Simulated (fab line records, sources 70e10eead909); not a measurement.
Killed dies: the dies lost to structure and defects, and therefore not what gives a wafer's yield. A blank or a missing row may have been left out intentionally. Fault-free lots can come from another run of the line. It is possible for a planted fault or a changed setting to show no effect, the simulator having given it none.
Which tool did it? + flow nand-harc + 33 wafers from 11 lots sampled at 6 of the route's 1302 steps

## WHAT EACH GAUGE READ, for each wafer
NHARC_A_M0_INSPECT_27.
| lot  | measured     | on                | raw-defect-count |
|------|--------------|-------------------|------------------|
| L257 | day 23 15:55 | defect-inspect-01 | 445 570 499      |
| L260 | day 25 08:14 | defect-inspect-01 | 720 478 472      |
| L262 | day 26 01:27 | defect-inspect-02 | 682 609 700      |
| L264 | day 26 03:28 | defect-inspect-01 | 470 526 570      |
| L263 | day 26 16:34 | defect-inspect-01 | 444 481 552      |
| L267 | day 26 20:31 | defect-inspect-02 | 520 561 672      |
| L266 | day 27 08:08 | defect-inspect-02 | 439 535 492      |
| L268 | day 27 12:19 | defect-inspect-01 | 688 483 446      |
| L272 | day 29 09:17 | defect-inspect-02 | 334 567 375      |
| L273 | day 30 02:33 | defect-inspect-01 | 538 572 496      |
| L279 | day 31 16:20 | defect-inspect-02 | 436 556 539      |

NHARC_A_M1_THK_MEAS_24: measures by xrf.
| lot  | measured     | on            | thk-nm (nm)       |
|------|--------------|---------------|-------------------|
| L257 | day 23 20:02 | film-metro-02 | 154.1 154.1 154.9 |
| L260 | day 25 12:06 | film-metro-01 | 155.4 153.5 154.7 |
| L262 | day 26 05:18 | film-metro-02 | 152.8 156.3 152.5 |
| L264 | day 26 07:25 | film-metro-02 | 154.4 156.0 151.2 |
| L263 | day 26 20:34 | film-metro-02 | 155.2 154.0 155.9 |
| L267 | day 27 00:21 | film-metro-01 | 152.2 154.1 152.7 |
| L266 | day 27 12:03 | film-metro-02 | 150.9 154.8 154.6 |
| L268 | day 27 16:59 | film-metro-01 | 152.8 151.7 151.6 |
| L272 | day 29 13:08 | film-metro-02 | 154.3 150.4 155.5 |
| L273 | day 30 06:34 | film-metro-01 | 154.9 155.1 156.7 |
| L279 | day 31 20:43 | film-metro-01 | 153.1 154.4 153.0 |

NHARC_A_M1_INSPECT_27.
| lot  | measured     | on                | raw-defect-count |
|------|--------------|-------------------|------------------|
| L257 | day 23 20:12 | defect-inspect-01 | 1003 971 575     |
| L260 | day 25 12:16 | defect-inspect-02 | 407 474 551      |
| L262 | day 26 05:27 | defect-inspect-02 | 499 517 420      |
| L264 | day 26 07:34 | defect-inspect-02 | 636 455 486      |
| L263 | day 26 20:44 | defect-inspect-02 | 381 460 321      |
| L267 | day 27 00:30 | defect-inspect-02 | 384 497 349      |
| L266 | day 27 12:12 | defect-inspect-02 | 544 443 428      |
| L268 | day 27 17:08 | defect-inspect-02 | 411 704 426      |
| L272 | day 29 13:17 | defect-inspect-01 | 2051 2015 2312   |
| L273 | day 30 06:43 | defect-inspect-02 | 1904 2076 2102   |
| L279 | day 31 20:53 | defect-inspect-01 | 558 529 568      |

NHARC_END_SORT_01.
| lot  | measured     | on        | defect-limited-yield (%) | killed-at-array | killed-at-other | killed-at-periphery | killed-dies | killed-open | killed-short | sort_bin_2_pct (%) | sort_bin_3_pct (%) | sort_bin_4_pct (%) | sort-n-pass | sort-rim-yield-pct (%) | sort-yield-pct (%) |
|------|--------------|-----------|--------------------------|-----------------|-----------------|---------------------|-------------|-------------|--------------|--------------------|--------------------|--------------------|-------------|------------------------|--------------------|
| L257 | day 26 13:53 | prober-02 | 90.7 89.4 94.1           | 60 68 39        | 0 3 1           | 3 1 0               | 63 72 40    | 5 1 4       | 1 1 2        | 3.7 3.4 1.8        | 0.4 0.7 0.9        | 5.2 6.5 3.2        | 614 605 637 | 88 92 89               | 90.7 89.4 94.1     |
| L260 | day 27 00:22 | prober-01 | 90.4 93.5 92.5           | 61 40 47        | 0 1 2           | 4 3 2               | 65 44 51    | 3 3 3       | 1 2 2        | 3.5 1.8 2.8        | 0.9 0.3 1.0        | 5.2 4.4 3.7        | 612 633 626 | 90 86 80               | 90.4 93.5 92.5     |
| L262 | day 27 14:20 | prober-02 | 92.9 93.2 93.5           | 46 44 44        | 0 0 0           | 2 2 0               | 48 46 44    | 6 4 3       | 0 1 2        | 1.9 2.1 2.8        | 0.9 0.7 0.6        | 4.3 4.0 3.1        | 629 631 633 | 89 88 87               | 92.9 93.2 93.5     |
| L267 | day 28 16:05 | prober-02 | 94.8 93.6 96.5           | 33 36 19        | 0 0 0           | 2 7 5               | 35 43 24    | 6 2 3       | 5 3 2        | 0.9 2.1 1.2        | 0.1 0.1 0.3        | 4.1 4.1 2.1        | 642 634 653 | 92 89 92               | 94.8 93.6 96.5     |
| L266 | day 28 22:12 | prober-02 | 89.7 93.8 93.5           | 64 32 37        | 0 1 2           | 6 9 5               | 70 42 44    | 7 4 2       | 4 2 6        | 3.4 1.8 2.2        | 0.6 0.6 0.9        | 6.4 3.8 3.4        | 607 635 633 | 97 89 89               | 89.7 93.8 93.5     |
| L268 | day 29 00:34 | prober-01 | 93.2 92.5 93.2           | 41 47 42        | 0 1 0           | 5 3 4               | 46 51 46    | 2 0 5       | 3 2 4        | 1.8 1.5 2.2        | 0.6 0.1 0.1        | 4.4 5.9 4.4        | 631 626 631 | 92 91 91               | 93.2 92.5 93.2     |
| L272 | day 30 22:49 | prober-02 | 12.1 13.0 12.3           | 591 587 591     | 0 0 0           | 4 2 3               | 595 589 594 | 3 0 2       | 2 0 1        | 38.4 41.7 39.7     | 10.5 8.1 11.5      | 39.0 37.2 36.5     | 82 88 83    | 11 14 13               | 12.1 13.0 12.3     |
| L273 | day 31 19:50 | prober-01 | 12.9 13.6 13.1           | 589 584 586     | 0 1 1           | 1 0 1               | 590 585 588 | 0 2 3       | 1 1 1        | 43.7 41.5 42.2     | 8.1 9.9 12.7       | 35.3 35.0 31.9     | 87 92 89    | 9 14 16                | 12.9 13.6 13.1     |

## EACH LOT AND THE TOOL THAT RAN IT (in order: tool; ch and the chambers of the sampled wafers; start)
| lot  | NHARC_A_M0_ETCH_34                 | NHARC_A_M1_CMP_23             |
|------|------------------------------------|-------------------------------|
| L257 | rie-diel-07 ch 0,1,3, day 23 13:32 | cmp-04 ch 2,3, day 23 19:44   |
| L260 | rie-diel-07 ch 1,3, day 25 05:40   | cmp-04 ch 1,2,3, day 25 11:47 |
| L262 | rie-diel-03 ch 1,2,3, day 25 23:03 | cmp-01 ch 1,2,3, day 26 05:01 |
| L264 | rie-diel-03 ch 1,3, day 26 01:01   | cmp-01 ch 0,1,3, day 26 07:06 |
| L263 | rie-diel-08 ch 0,3, day 26 14:10   | cmp-01 ch 0,1, day 26 20:16   |
| L267 | rie-diel-03 ch 1,2,3, day 26 18:08 | cmp-01 ch 0,1,3, day 27 00:04 |
| L266 | rie-diel-03 ch 0,1,2, day 27 05:46 | cmp-03 ch 0,2,3, day 27 11:46 |
| L268 | rie-diel-03 ch 1,2,3, day 27 09:54 | cmp-04 ch 0,3, day 27 16:41   |
| L272 | rie-diel-03 ch 0,1,3, day 29 06:54 | cmp-01 ch 0,1,3, day 29 12:49 |
| L273 | rie-diel-03 ch 0,1,2, day 30 00:04 | cmp-01 ch 0,2,3, day 30 06:14 |
| L279 | rie-diel-07 ch 1,2,3, day 31 13:55 | cmp-03 ch 1,2,3, day 31 20:24 |
- NHARC_A_M0_ETCH_34: etches the open film in N2/H2, target depth 40 nm, overetch 12 nm, time 43.94 s.
- NHARC_A_M1_CMP_23: polishes, t overpolish 20 s, target thk 154.34 nm.

## WHAT THE TOOLS THEMSELVES READ (means of the sampled wafers that have a number; where no wafer has one, the mark that the record gives instead)
NHARC_A_M0_ETCH_34.
| lot  | tool        | bias-w (W) | drypump-motor-current-A (A) | mfc-ar-sccm (sccm) | oes-product-au (a.u.) | rf-vpp-V (V) | showerhead-plenum-p-Torr (Torr) | throttle-valve-pct (%) |
|------|-------------|------------|-----------------------------|--------------------|-----------------------|--------------|---------------------------------|------------------------|
| L257 | rie-diel-07 | 149.6      | 5.9                         | 0.005              | 0.995                 | 430.0        | 2.06                            | 14.174                 |
| L260 | rie-diel-07 | 149.8      | 5.6                         | 0.007              | 0.997                 | 430.4        | 2.05                            | 14.168                 |
| L262 | rie-diel-03 | 150.0      | 6.0                         | 0.007              | 0.991                 | 430.3        | 2.05                            | 14.175                 |
| L264 | rie-diel-03 | 150.6      | 5.9                         | 0.007              | 0.985                 | 431.3        | 2.05                            | 14.170                 |
| L263 | rie-diel-08 | 149.9      | 5.7                         | 0.000              | 1.012                 | 426.8        | 1.91                            | 14.160                 |
| L267 | rie-diel-03 | 149.7      | 6.0                         | 0.007              | 0.998                 | 430.8        | 2.05                            | 14.172                 |
| L266 | rie-diel-03 | 150.2      | 5.9                         | 0.007              | 1.007                 | 431.6        | 2.08                            | 14.182                 |
| L268 | rie-diel-03 | 150.0      | 6.0                         | 0.007              | 1.001                 | 431.0        | 2.05                            | 14.176                 |
| L272 | rie-diel-03 | 150.0      | 5.8                         | 0.007              | 1.003                 | 431.0        | 2.08                            | 14.174                 |
| L273 | rie-diel-03 | 150.1      | 5.9                         | 0.007              | 0.996                 | 431.9        | 2.08                            | 14.172                 |
| L279 | rie-diel-07 | 149.8      | 5.7                         | 0.003              | 0.999                 | 430.3        | 2.03                            | 14.176                 |

NHARC_A_M1_CMP_23.
| lot  | tool   | motor-current-A (A) | time-to-endpoint-s (s) |
|------|--------|---------------------|------------------------|
| L257 | cmp-04 | 11.1                | 29                     |
| L260 | cmp-04 | 11.8                | 31                     |
| L262 | cmp-01 | 12.6                | 27                     |
| L264 | cmp-01 | 12.3                | 24                     |
| L263 | cmp-01 | 13.0                | 27                     |
| L267 | cmp-01 | 12.3                | 28                     |
| L266 | cmp-03 | 11.2                | 27                     |
| L268 | cmp-04 | 11.5                | 29                     |
| L272 | cmp-01 | 12.4                | 31                     |
| L273 | cmp-01 | 13.0                | 30                     |
| L279 | cmp-03 | 10.9                | 28                     |

## THE ANSWER, worked out from the rows above alone
Rule: what is usual is taken from the lots themselves. The widest of any qualifying gaps counts: lots, ordered by their means at a reading, are off when they make up no more than a third of the lots, leave a main group of 4 or more, and stand apart from it by 3 or more times the standard deviation of that group's means. A main group whose means are all the same, to the digits that the tables above print for the reading, isn't used. Also off: a lot with no number at a reading for which 4 or more lots have one. Any other lot the step has rows for is counted as sound. After the gauges, taken in route order, come the tools' own readings; for these a lot's mean is taken, as printed above. At the first step where some lot is off, the reading lying furthest off is the one used; lots without a number count as furthest.
Off: L272, L273 (NHARC_A_M1_INSPECT_27, raw-defect-count). For the main group the mean is 518 and the standard deviation 1.3e+02.
If a tool, at a process step before that reading, ran all the lots that are off and no sound lot after the first of them, it fits. Not tried: the gauges at NHARC_A_M1_INSPECT_27; whatever is off there is also off at NHARC_END_SORT_01, on other tools, and gauge error can't account for it. 2 tools fit, rie-diel-03 at NHARC_A_M0_ETCH_34 and cmp-01 at NHARC_A_M1_CMP_23, so this cannot tell which one it is.

## WHAT THE SIMULATOR HAD INSERTED
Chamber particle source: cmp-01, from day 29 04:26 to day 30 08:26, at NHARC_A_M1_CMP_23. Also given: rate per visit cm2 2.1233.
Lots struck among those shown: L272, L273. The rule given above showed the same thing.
